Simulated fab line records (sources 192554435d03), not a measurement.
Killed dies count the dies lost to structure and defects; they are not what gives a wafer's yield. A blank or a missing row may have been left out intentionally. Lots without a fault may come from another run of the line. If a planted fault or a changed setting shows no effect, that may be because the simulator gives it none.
fab line records | flow n5Finfet
record: lots: 9 | wafers: 25 | lastDay: 17
route steps=1938 shown BEOL_M4@1111 BEOL_M11@1588 BEOL_M12@1602 PASSIVATION@1936
lots untouched by any fault: they come from a run of this same line in which no faults occurred
startH: hours from the record's first day to the start of the lot's first wafer shown | waitH: hours elapsed since this lot's preceding step | " unchanged from the row above | L1.1+2: several wafers, shown together as one row | - value missing, or start not given | * or withheld: withheld | < > ~ a bound
route shown NAME@n: a module of which the file shows steps, and the number in the route of the first | usual: mean/standard deviation taken from wafers without a fault | same: alike in all rows | chamber/n: place in a boat | sites: per-site readings | _std_site: the standard deviation of these | _edge_site: mean of outer sites minus mean of inner sites | radiusMm: how far each site lies from the wafer's centre | mask NAME#n: copy n | behind: the most recent tool/chamber to have shaped the wafer | hold: the reason the lot was held/the length of the hold in hours/how it ended | device: names the non-switching transistor (n, p or np) | end of line: tests run on the same wafers once the route is complete | a step given without rows: its recipe and nothing more | killed: dies that structure and defects cost at the first sort, which is not the same as the wafer's yield | map: a wafer's dies, marking killed ones x, the rest . and places with no die _
set.NAME: setting as actually run; set.NAME@STEP: the setting as run at that earlier step | model.NAME: the simulator's own value behind a step, which no gauge read
steps of the route over a sample of lots; a table a step, a row a wafer
services: a tool's chamber out of use, with start hour (startH, from the record's first day; less than 0 if before it), hours out, and reason
== steps ==
step: N5_BEOL_M4_RC_MEAS_101
usual: DIBL_N: 36.6/2.1 | DIBL_P: 36.5/2.7 | IOFF_N: 0.17/0.043 | IOFF_P: 0.22/0.045 | ION_N: 674/17 | ION_P: 461/9.9 | SS_N: 71.7/0.79 | SS_P: 73.4/0.79 | VT_N: 249/4 | VT_P: -250/3.3
lot.wafer | tool      | chamber | startH | waitH | DIBL_N[mV/V] | DIBL_P[mV/V] | IOFF_N[nA/um] | IOFF_P[nA/um] | ION_N[uA/um] | ION_P[uA/um] | SS_N[mV/dec] | SS_P[mV/dec] | VT_N[mV] | VT_P[mV]
L295.1    | prober-02 | 0       | 191.81 | 0.0   | 37.2         | 35.6         | 0.18          | 0.23          | 672          | 466          | 71.4         | 73.3         | 247      | -248
L295.3    | "         | 0       | "      | "     | 31.8         | 30.3         | 0.10          | 0.16          | 658          | 458          | 69.4         | 72.2         | 253      | -252
L295.5    | "         | 0       | "      | "     | 34.4         | 34.2         | 0.14          | 0.21          | 681          | 475          | 70.2         | 73.3         | 250      | -249
L298.1    | prober-01 | 0       | 194.77 | 0.0   | 39.7         | 39.8         | 0.19          | 0.27          | 657          | 452          | 71.8         | 75.0         | 249      | -248
L298.2    | "         | 0       | "      | "     | 36.1         | 32.2         | 0.13          | 0.15          | 644          | 439          | 70.9         | 72.2         | 254      | -255
L298.6    | "         | 0       | "      | "     | 35.1         | 33.3         | 0.12          | 0.17          | 645          | 449          | 70.6         | 72.6         | 254      | -255
L300.1    | prober-02 | 0       | 208.94 | 0.0   | 39.1         | 38.8         | 0.20          | 0.23          | 668          | 454          | 72.6         | 73.9         | 249      | -251
L300.2    | "         | 0       | "      | "     | 41.6         | 42.6         | 0.28          | 0.30          | 695          | 467          | 72.6         | 74.9         | 243      | -248
L300.6    | "         | 0       | "      | "     | 41.1         | 42.1         | 0.23          | 0.28          | 702          | 472          | 72.1         | 74.9         | 247      | -249
L302.2    | prober-01 | 0       | 218.80 | 0.2   | 35.0         | 36.0         | 0.16          | 0.23          | 689          | 474          | 71.0         | 73.7         | 247      | -247
L302.5    | "         | 0       | "      | "     | 36.8         | 37.5         | 0.17          | 0.24          | 670          | 458          | 71.2         | 73.5         | 249      | -247
L302.6    | "         | 0       | "      | "     | 34.8         | 35.0         | 0.15          | 0.20          | 680          | 468          | 70.5         | 72.8         | 250      | -251
L309.4    | prober-01 | 0       | 270.14 | 0.5   | 36.4         | 36.3         | 0.14          | 0.19          | 658          | 452          | 71.2         | 72.9         | 255      | -252
L309.6    | "         | 0       | "      | "     | 31.1         | 30.7         | 0.09          | 0.13          | 644          | 447          | 69.8         | 72.0         | 257      | -255
L310.1    | prober-02 | 0       | 274.00 | 0.0   | 37.2         | 38.4         | 0.15          | 0.22          | 660          | 455          | 72.0         | 73.3         | 252      | -249
L310.4    | "         | 0       | "      | "     | 39.3         | 40.1         | 0.21          | 0.26          | 677          | 462          | 72.3         | 73.8         | 245      | -247
L314.2    | prober-02 | 0       | 284.37 | 0.2   | 35.6         | 35.6         | 0.15          | 0.19          | 665          | 447          | 71.4         | 73.5         | 252      | -254
L314.5    | "         | 0       | "      | "     | 35.8         | 36.1         | 0.16          | 0.19          | 681          | 456          | 71.3         | 73.6         | 250      | -254
L314.6    | "         | 0       | "      | "     | 37.1         | 37.1         | 0.19          | 0.22          | 673          | 449          | 72.3         | 73.9         | 246      | -253
L315.1    | prober-02 | 0       | 314.36 | 0.0   | 36.5         | 38.2         | 0.16          | 0.23          | 661          | 455          | 71.5         | 74.0         | 251      | -251
L315.3    | "         | 0       | "      | "     | 40.9         | 43.3         | 0.30          | 0.37          | 712          | 483          | 72.4         | 75.4         | 240      | -245
L315.4    | "         | 0       | "      | "     | 36.9         | 38.2         | 0.18          | 0.23          | 682          | 462          | 71.4         | 74.2         | 247      | -251
L317.1    | prober-02 | 0       | 320.30 | 0.0   | 38.0         | 35.3         | 0.19          | 0.20          | 693          | 467          | 72.9         | 73.4         | 246      | -252
L317.2    | "         | 0       | "      | "     | 37.7         | 35.8         | 0.16          | 0.20          | 654          | 445          | 71.8         | 73.4         | 251      | -252
L317.5    | "         | 0       | "      | "     | 35.5         | 33.8         | 0.14          | 0.17          | 680          | 472          | 71.3         | 73.6         | 251      | -252
step: N5_BEOL_M11_DEGAS_44
recipe: ambient: vacuum | tempC: 250 | timeS: 60
usual: heaterPowerW: 347/52
lot.wafer | tool          | chamber | startH | waitH | heaterPowerW
L295.1    | pvdSputter-01 | -       | 249.47 | 0.3   | 454
L295.3    | "             | -       | "      | "     | 347
L295.5    | "             | -       | "      | "     | 347
L298.1    | pvdSputter-03 | -       | 258.02 | 1.2   | 356
L298.2    | "             | -       | "      | "     | 309
L298.6    | "             | -       | "      | "     | 320
L300.1    | pvdSputter-03 | -       | 274.33 | 0.5   | 320
L300.2    | "             | -       | "      | "     | 300
L300.6    | "             | -       | "      | "     | 364
L302.2    | pvdSputter-03 | -       | 281.09 | 0.2   | 320
L302.5    | "             | -       | "      | "     | 313
L302.6    | "             | -       | "      | "     | 321
L309.4    | pvdSputter-01 | -       | 331.80 | 0.3   | 338
L309.6    | "             | -       | "      | "     | 447
L310.1    | pvdSputter-03 | -       | 339.99 | 0.9   | 319
L310.4    | "             | -       | "      | "     | 300
L314.2    | pvdSputter-03 | -       | 341.13 | 0.5   | 303
L314.5    | "             | -       | "      | "     | 316
L314.6    | "             | -       | "      | "     | 308
L315.1    | pvdSputter-01 | -       | 376.40 | 0.3   | 310
L315.3    | "             | -       | "      | "     | 345
L315.4    | "             | -       | "      | "     | 450
L317.1    | pvdSputter-01 | -       | 383.77 | 0.3   | 451
L317.2    | "             | -       | "      | "     | 338
L317.5    | "             | -       | "      | "     | 308
step: N5_BEOL_M11_PRE_CLEAN_45
recipe: gas: H2/He | timeS: 30 | tempC: 250
usual: heaterPowerW: 346/51
lot.wafer | tool          | chamber | startH | waitH | heaterPowerW
L295.1    | pvdSputter-01 | -       | 249.51 | 0.0   | 448
L295.3    | "             | -       | "      | "     | 344
L295.5    | "             | -       | "      | "     | 335
L298.1    | pvdSputter-03 | -       | 258.06 | 0.0   | 356
L298.2    | "             | -       | "      | "     | 322
L298.6    | "             | -       | "      | "     | 313
L300.1    | pvdSputter-03 | -       | 274.37 | 0.0   | 320
L300.2    | "             | -       | "      | "     | 301
L300.6    | "             | -       | "      | "     | 356
L302.2    | pvdSputter-03 | -       | 281.13 | 0.0   | 328
L302.5    | "             | -       | "      | "     | 324
L302.6    | "             | -       | "      | "     | 318
L309.4    | pvdSputter-01 | -       | 331.84 | 0.0   | 347
L309.6    | "             | -       | "      | "     | 442
L310.1    | pvdSputter-03 | -       | 340.03 | 0.0   | 317
L310.4    | "             | -       | "      | "     | 303
L314.2    | pvdSputter-03 | -       | 341.17 | 0.0   | 305
L314.5    | "             | -       | "      | "     | 309
L314.6    | "             | -       | "      | "     | 299
L315.1    | pvdSputter-01 | -       | 376.44 | 0.0   | 305
L315.3    | "             | -       | "      | "     | 344
L315.4    | "             | -       | "      | "     | 457
L317.1    | pvdSputter-01 | -       | 383.81 | 0.0   | 445
L317.2    | "             | -       | "      | "     | 349
L317.5    | "             | -       | "      | "     | 306
step: N5_BEOL_M11_RS_MEAS_57
recipe: thkMeasGauge: four-point-probe | reads: Cu_of_BEOL_M11_ECD_50+Co_of_BEOL_M11_CVD_75+TaN_of_BEOL_M11_ALD_74
usual: M11_RS: 0.153/0.0037
lot.wafer | tool         | chamber | startH | waitH | M11_RS[ohm/sq]
L295.1    | filmMetro-01 | -       | 251.01 | 0.0   | 0.159
L295.3    | "            | -       | "      | "     | 0.160
L295.5    | "            | -       | "      | "     | 0.152
L298.1    | filmMetro-01 | -       | 260.29 | 0.0   | 0.161
L298.2    | "            | -       | "      | "     | 0.153
L298.6    | "            | -       | "      | "     | 0.158
L300.1    | filmMetro-02 | -       | 276.30 | 0.0   | 0.149
L300.2    | "            | -       | "      | "     | 0.149
L300.6    | "            | -       | "      | "     | 0.156
L302.2    | filmMetro-02 | -       | 283.07 | 0.0   | 0.157
L302.5    | "            | -       | "      | "     | 0.157
L302.6    | "            | -       | "      | "     | 0.155
L309.4    | filmMetro-02 | -       | 334.29 | 0.0   | 0.149
L309.6    | "            | -       | "      | "     | 0.149
L310.1    | filmMetro-02 | -       | 341.76 | 0.0   | 0.153
L310.4    | "            | -       | "      | "     | 0.153
L314.2    | filmMetro-01 | -       | 344.08 | 0.0   | 0.149
L314.5    | "            | -       | "      | "     | 0.149
L314.6    | "            | -       | "      | "     | 0.149
L315.1    | filmMetro-02 | -       | 379.25 | 0.0   | 0.151
L315.3    | "            | -       | "      | "     | 0.155
L315.4    | "            | -       | "      | "     | 0.150
L317.1    | filmMetro-01 | -       | 386.83 | 0.1   | 0.151
L317.2    | "            | -       | "      | "     | 0.149
L317.5    | "            | -       | "      | "     | 0.152
step: N5_BEOL_M12_ILD_DEP_00
recipe: material: SiOC | targetThkA: 6589.2 | tempC: 350 | precursor: DEMS/O2 | pressureTorr: 5 | rfW: 500 | timeS: 130.7
usual: heaterPowerW: 517/94 | runLengthS: 175.6/0.71 | showerheadPlenumPTorr: 5.702/0.013 | throttleValvePct: 11.4/0.59
lot.wafer | tool     | chamber | startH | waitH | heaterPowerW | runLengthS | showerheadPlenumPTorr | throttleValvePct
L295.1    | pecvd-03 | 2       | 251.08 | 0.0   | 494          | 174.9      | 5.693                 | 10.3
L295.3    | "        | 0       | "      | "     | 645          | 175.6      | 5.718                 | 11.5
L295.5    | "        | 2       | "      | "     | 394          | 175.0      | 5.707                 | 10.6
L298.1    | pecvd-01 | 0       | 260.36 | 0.0   | 426          | 176.4      | 5.680                 | 12.0
L298.2    | "        | 1       | "      | "     | 551          | 175.0      | 5.697                 | 11.9
L298.6    | "        | 1       | "      | "     | 579          | 175.2      | 5.687                 | 11.4
L300.1    | pecvd-03 | 2       | 276.36 | 0.0   | 454          | 174.7      | 5.706                 | 10.4
L300.2    | "        | 0       | "      | "     | 649          | 175.0      | 5.711                 | 11.7
L300.6    | "        | 1       | "      | "     | 678          | 174.7      | 5.711                 | 11.9
L302.2    | pecvd-02 | 2       | 283.14 | 0.0   | 475          | 175.8      | 5.703                 | 11.1
L302.5    | "        | 1       | "      | "     | 397          | 176.7      | 5.681                 | 12.0
L302.6    | "        | 0       | "      | "     | 419          | 176.3      | 5.709                 | 11.8
L309.4    | pecvd-03 | 2       | 334.40 | 0.1   | 482          | 98.4       | 5.706                 | 10.3
L309.6    | "        | 0       | "      | "     | 572          | 99.0       | 5.713                 | 11.9
L310.1    | pecvd-03 | 0       | 341.82 | 0.0   | 598          | 175.2      | 5.717                 | 11.5
L310.4    | "        | 2       | "      | "     | 451          | 98.2       | 5.692                 | 10.3
L314.2    | pecvd-01 | 1       | 344.14 | 0.0   | 530          | 174.9      | 5.698                 | 11.6
L314.5    | "        | 0       | "      | "     | 433          | 176.6      | 5.668                 | 12.5
L314.6    | "        | 2       | "      | "     | 538          | 175.8      | 5.693                 | 11.1
L315.1    | pecvd-01 | 1       | 379.31 | 0.0   | 474          | 174.8      | 5.693                 | 11.6
L315.3    | "        | 1       | "      | "     | 496          | 174.8      | 5.699                 | 11.7
L315.4    | "        | 0       | "      | "     | 441          | 177.0      | 5.674                 | 12.3
L317.1    | pecvd-02 | 1       | 386.89 | 0.0   | 434          | 176.4      | 5.687                 | 11.7
L317.2    | "        | 0       | "      | "     | 455          | 176.1      | 5.699                 | 11.8
L317.5    | "        | 0       | "      | "     | 490          | 175.7      | 5.710                 | 11.7
step: N5_BEOL_M12_THK_MEAS_01
recipe: reads: SiOC_of_BEOL_M12_ILD_DEP_00
usual: M12_ILD_THK: 655/11
lot.wafer | tool         | chamber | startH | waitH | M12_ILD_THK[nm]
L295.1    | filmMetro-02 | -       | 251.21 | 0.1   | 657
L295.3    | "            | -       | "      | "     | 650
L295.5    | "            | -       | "      | "     | 661
L298.1    | filmMetro-02 | -       | 260.49 | 0.1   | 647
L298.2    | "            | -       | "      | "     | 641
L298.6    | "            | -       | "      | "     | 650
L300.1    | filmMetro-02 | -       | 276.49 | 0.1   | 651
L300.2    | "            | -       | "      | "     | 637
L300.6    | "            | -       | "      | "     | 662
L302.2    | filmMetro-01 | -       | 283.27 | 0.1   | 651
L302.5    | "            | -       | "      | "     | 668
L302.6    | "            | -       | "      | "     | 665
L309.4    | filmMetro-01 | -       | 334.54 | 0.1   | 289
L309.6    | "            | -       | "      | "     | 274
L310.1    | filmMetro-02 | -       | 341.95 | 0.1   | 643
L310.4    | "            | -       | "      | "     | 281
L314.2    | filmMetro-01 | -       | 344.27 | 0.1   | 656
L314.5    | "            | -       | "      | "     | 669
L314.6    | "            | -       | "      | "     | 647
L315.1    | filmMetro-01 | -       | 379.49 | 0.1   | 641
L315.3    | "            | -       | "      | "     | 660
L315.4    | "            | -       | "      | "     | 647
L317.1    | filmMetro-01 | -       | 387.07 | 0.1   | 652
L317.2    | "            | -       | "      | "     | 650
L317.5    | "            | -       | "      | "     | 667
step: N5_BEOL_M12_STRIP_63
recipe: chemistry: N2/H2 | powerW: 1000 | tempC: 250 | h2Frac: 0.65 | overashFraction: 0.3 | pressureMtorr: 1000 | n2FlowSccm: 1750 | h2FlowSccm: 3250
usual: drypumpMotorCurrentA: 5.13/0.3 | heaterPowerW: 337/38 | oesProductAu: 0.694/0.0052 | stripTimeToEndpointS: 43.1/1.1
lot.wafer | tool           | chamber | startH | waitH | drypumpMotorCurrentA | heaterPowerW | oesProductAu | rfHoursCounterH | stripTimeToEndpointS
L295.1    | plasmaAsher-02 | 1       | 251.88 | -     | 5.40                 | 259          | 0.695        | 68              | 41.2
L295.3    | "              | 1       | "      | "     | 5.39                 | 260          | 0.697        | -               | 43.2
L295.5    | "              | 1       | "      | "     | 5.40                 | 260          | 0.698        | -               | 43.0
L298.1    | plasmaAsher-01 | 0       | 261.16 | -     | 4.92                 | 380          | 0.693        | 123             | 42.7
L298.2    | "              | 1       | "      | "     | 4.91                 | 338          | 0.692        | 123             | 43.9
L298.6    | "              | 0       | "      | "     | 4.93                 | 369          | 0.700        | -               | 42.6
L300.1    | plasmaAsher-01 | 1       | 277.30 | -     | 4.92                 | 341          | 0.690        | 126             | 43.0
L300.2    | "              | 0       | "      | "     | 4.93                 | 365          | 0.698        | 126             | 45.0
L300.6    | "              | 0       | "      | "     | 4.93                 | 371          | 0.694        | -               | 42.2
L302.2    | plasmaAsher-01 | 0       | 284.00 | -     | 4.92                 | 374          | 0.698        | 127             | 42.7
L302.5    | "              | 0       | "      | "     | 4.95                 | 369          | 0.691        | -               | 41.8
L302.6    | "              | 1       | "      | "     | 4.91                 | 331          | 0.690        | -               | 41.6
L309.4    | plasmaAsher-01 | 0       | 335.23 | -     | 4.92                 | 369          | 0.844        | -               | 70.5
L309.6    | "              | 1       | "      | "     | 4.94                 | 335          | 0.856        | -               | 72.3
L310.1    | plasmaAsher-01 | 0       | 342.63 | -     | 4.92                 | 370          | 0.688        | 138             | 44.4
L310.4    | "              | 0       | "      | "     | 4.93                 | 373          | 0.853        | -               | 71.4
L314.2    | plasmaAsher-01 | 1       | 345.38 | -     | 4.94                 | 333          | 0.689        | 139             | 43.0
L314.5    | "              | 0       | "      | "     | 4.92                 | 365          | 0.692        | -               | 42.8
L314.6    | "              | 1       | "      | "     | 4.92                 | 341          | 0.696        | -               | 43.4
L315.1    | plasmaAsher-01 | 0       | 380.39 | -     | 4.93                 | 368          | 0.699        | 145             | 44.1
L315.3    | "              | 0       | "      | "     | 4.92                 | 374          | 0.697        | -               | 43.7
L315.4    | "              | 1       | "      | "     | 4.91                 | 332          | 0.702        | -               | 44.1
L317.1    | plasmaAsher-02 | 1       | 387.75 | -     | 5.42                 | 262          | 0.701        | 96              | 44.0
L317.2    | "              | 0       | "      | "     | 5.69                 | 355          | 0.695        | 96              | 44.8
L317.5    | "              | 0       | "      | "     | 5.67                 | 358          | 0.685        | -               | 41.2
step: N5_PASSIVATION_PROBE_49
usual: defectLimitedYield: 91.5/1.7 | killed_at_M0_to_M3: 33/11 | killed_at_M4_up: 13/5.2 | killedAtContacts: 11/5.7 | killedAtFrontEnd: 39/11 | killedAtOther: 4/3 | killedDies: 101/20 | killedOnRim: 13/4.1 | killedOpen: 66/15 | killedShort: 33/8.4 | sort_bin_4_leakage: 0.01/0.073 | sort_bin_5_function: 5.0/1.1 | sort_bin_6_memory: 3.2/0.69 | sort_bin_8_speed: 0.1/0.52 | sortNPass: 1078/20 | sortYieldPct: 91.4/1.7
same: grossDies: 1180 | killedAtBackSide: 0
lot.wafer | tool      | chamber | startH | waitH | defectLimitedYield[%] | killed_at_M0_to_M3 | killed_at_M4_up | killedAtContacts | killedAtFrontEnd | killedAtOther | killedDies | killedOnRim | killedOpen | killedShort | sort_bin_4_leakage[%] | sort_bin_5_function[%] | sort_bin_6_memory[%] | sort_bin_8_speed[%] | sortNPass | sortYieldPct[%]
L309.4    | prober-01 | -       | 372.69 | 0.2   | 0                     | 39                 | 1100            | 4                | 33               | 4             | 1180       | 152         | 65         | 30          | 0                     | 5.3                    | 2.7                  | 0                   | 0         | 0
L309.6    | prober-01 | -       | 372.79 | 0.3   | 0                     | 34                 | 1077            | 11               | 46               | 12            | 1180       | 152         | 65         | 52          | 0                     | 5.8                    | 3.4                  | 0                   | 0         | 0
L310.1    | prober-02 | -       | 385.93 | 0.0   | 93.2                  | 21                 | 10              | 8                | 39               | 2             | 80         | 12          | 52         | 28          | 0                     | 4.6                    | 1.8                  | 0                   | 1100      | 93.2
L310.4    | prober-02 | -       | 386.08 | 0.2   | 0                     | 26                 | 1106            | 11               | 33               | 4             | 1180       | 152         | 60         | 30          | 0                     | 4.5                    | 3.1                  | 0                   | 0         | 0
killed by level:class
L309.4 BEOL_M12:areaDep=1084 BEOL_M0_SAQP:geometricParticle:short=12 STI_FIN_REVEAL:geometricParticle:open=11 BEOL_M0_SAQP:geometricParticle:open=11 BEOL_M4:geometricParticle:open=7 BEOL_M2:geometricParticle:open=7 GATE_CUT:geometricParticle:open=5 MOL_CONTACT_COAG:geometricParticle:open=4
L309.6 BEOL_M12:areaDep=1063 BEOL_M0_SAQP:geometricParticle:short=14 BEOL_M0_SAQP:geometricParticle:open=10 DUMMY_GATE:geometricParticle:open=8 MOL_CONTACT_COAG:geometricParticle:open=8 BEOL_M4:geometricParticle:open=6 FIN_SAQP:geometricParticle:short=5 DUMMY_GATE:geometricParticle:short=5
L310.1 FIN_SAQP:geometricParticle:short=11 FIN_SAQP:geometricParticle:open=9 STI_FIN_REVEAL:geometricParticle:open=8 MOL_CONTACT_COAG:geometricParticle:open=7 BEOL_M1:geometricParticle:open=6 BEOL_M0_SAQP:geometricParticle:short=6 BEOL_M4:geometricParticle:open=6 DUMMY_GATE:geometricParticle:open=5
L310.4 BEOL_M12:areaDep=1090 STI_FIN_REVEAL:geometricParticle:open=9 MOL_CONTACT_COAG:geometricParticle:open=8 FIN_SAQP:geometricParticle:open=7 FIN_SAQP:geometricParticle:short=6 BEOL_M3:geometricParticle:open=6 BEOL_M2:geometricParticle:open=5 BEOL_M0_SAQP:geometricParticle:open=5
== services ==
tool           | chamber | startH | hours | kind
plasmaAsher-02 | -       | 234.46 | 1.5   | repair
pecvd-02       | -       | 256.38 | 0.4   | repair
pecvd-01       | -       | 262.33 | 14.6  | pm
pecvd-03       | 0       | 284.83 | 5.5   | scheduledDown
pecvd-02       | 2       | 316.73 | 9.6   | repair
plasmaAsher-01 | -       | 321.48 | 10.5  | repair
pecvd-02       | 0       | 322.53 | 2.1   | scheduledDown
pecvd-03       | 1       | 334.05 | 5.2   | repair
pecvd-02       | 1       | 335.68 | 2.1   | scheduledDown
plasmaAsher-02 | -       | 340.56 | 5.3   | repair
pecvd-02       | 2       | 347.48 | 3.2   | repair
pecvd-02       | 2       | 350.87 | 5.5   | scheduledDown
pvdSputter-01  | -       | 354.49 | 2.5   | repair
pecvd-01       | 0       | 364.40 | 2.1   | scheduledDown
plasmaAsher-02 | -       | 369.46 | 0.3   | repair
pecvd-03       | -       | 369.76 | 1.0   | repair
pecvd-03       | -       | 370.96 | 1.7   | repair
plasmaAsher-02 | -       | 374.94 | 2.8   | pm
pecvd-01       | 2       | 375.82 | 5.5   | scheduledDown
pecvd-02       | 2       | 381.79 | 16.6  | repair
pecvd-03       | 1       | 383.67 | -     | clean
pecvd-03       | 1       | 383.67 | -     | consumableReplace:showerhead
pecvd-03       | 1       | 383.67 | 29.0  | scheduledDown
pecvd-03       | 1       | 383.67 | 29.0  | ventCycle
== key ==
firstSign: step: N5_BEOL_M12_ILD_DEP_00 | reading: runLengthS | direction: down | sigmas: 99+ | usual: * | struck: *
effect: step: N5_BEOL_M12_THK_MEAS_01 | reading: M12_ILD_THK | direction: down | sigmas: 35 | usual: 655 | struck: 281
effect: step: N5_BEOL_M12_STRIP_63 | reading: oesProductAu | direction: up | sigmas: 30 | usual: 0.694 | struck: 0.851
effect: step: N5_PASSIVATION_PROBE_49 | reading: killed_at_M4_up | direction: up | sigmas: 99+ | usual: 13 | struck: 1094
moreKillsBornAt: N5_BEOL_M12_ILD_DEP_00@pecvd-03: 3237
metAt N5_BEOL_M12_ILD_DEP_00
struckLots L309,L310
struckWafers L309.4,L309.6,L310.4
laterRowsLeftOut L309.4,L309.6,L310.4
notActingAt N5_BEOL_M11_DEGAS_44,N5_BEOL_M11_PRE_CLEAN_45,N5_BEOL_M11_RS_MEAS_57
onsetBetween 276.36 334.40
fault: kind: processParameterDrift | tool: pecvd-03 | chamber: - | onsetH: 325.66 | steps: N5_BEOL_M12_ILD_DEP_00 | channel: timeS | offset: * | shape: step | endH: 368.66 | scope: struckWafersOnly | actsIn: * | stated: *
laterRowsLeftOut: the simulator's readings of these wafers behind a module that went badly wrong aren't trusted and aren't shown, but for the sort
